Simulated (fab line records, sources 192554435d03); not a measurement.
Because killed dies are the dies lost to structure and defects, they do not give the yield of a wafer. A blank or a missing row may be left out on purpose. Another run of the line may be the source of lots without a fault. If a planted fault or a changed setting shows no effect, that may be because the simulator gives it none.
Matching of chambers + flow n5 finfet + N5_BEOL_M2_ILD_DEP_00 on pecvd-02: 3 sister chambers
The step deposits SiOC from DEMS/O2, target thk 79 nm, time 15.3 s. 3 wafers are shown with their chamber, then 9 later ones without.

EACH WAFER AND ITS CHAMBER
| wafer  | chamber | showerhead plenum p Torr (Torr) |
|--------|---------|---------------------------------|
| L085.5 | 2       | 5.683                           |
| L089.1 | 0       | 5.694                           |
| L089.4 | 1       | 5.708                           |

WAFERS WITH NO CHAMBER GIVEN
| wafer  | showerhead plenum p Torr (Torr) |
|--------|---------------------------------|
| L091.2 | 5.682                           |
| L091.4 | 5.685                           |
| L091.5 | 5.721                           |
| L092.2 | 5.681                           |
| L092.4 | 5.676                           |
| L092.6 | 5.668                           |
| L096.2 | 5.671                           |
| L096.4 | 5.680                           |
| L096.6 | 5.681                           |

WHICH CHAMBER EACH WENT THROUGH
| wafer  | from the rows above     | in truth |
|--------|-------------------------|----------|
| L091.2 | can't be placed: 2 or 0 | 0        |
| L091.4 | can't be placed: 2 or 0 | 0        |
| L091.5 | can't be placed: 1 or 0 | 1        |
| L092.2 | can't be placed: 2 or 0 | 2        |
| L092.4 | can't be placed: 2 or 0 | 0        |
| L092.6 | can't be placed: 2 or 0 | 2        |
| L096.2 | can't be placed: 2 or 0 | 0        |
| L096.4 | can't be placed: 2 or 0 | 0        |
| L096.6 | can't be placed: 2 or 0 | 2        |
Correct placement for 0 of the 9. These rows do not allow placing 9 (true chamber among the candidates in 9). 0 placed wrongly.
How it was worked out, from the rows above alone: a wafer's distance from a chamber is the root of the sum, over the readings, of the square of ((its reading less the chamber's mean) divided by the reading's scatter). The wafer belongs to the nearest chamber; if the next one is less than 2 further off, it can't be placed. The mean given for a chamber averages the wafers shown for that chamber. The scatter: with one shown wafer a chamber, the root of the mean of the squares of how far each hidden wafer lies from its nearest shown one.
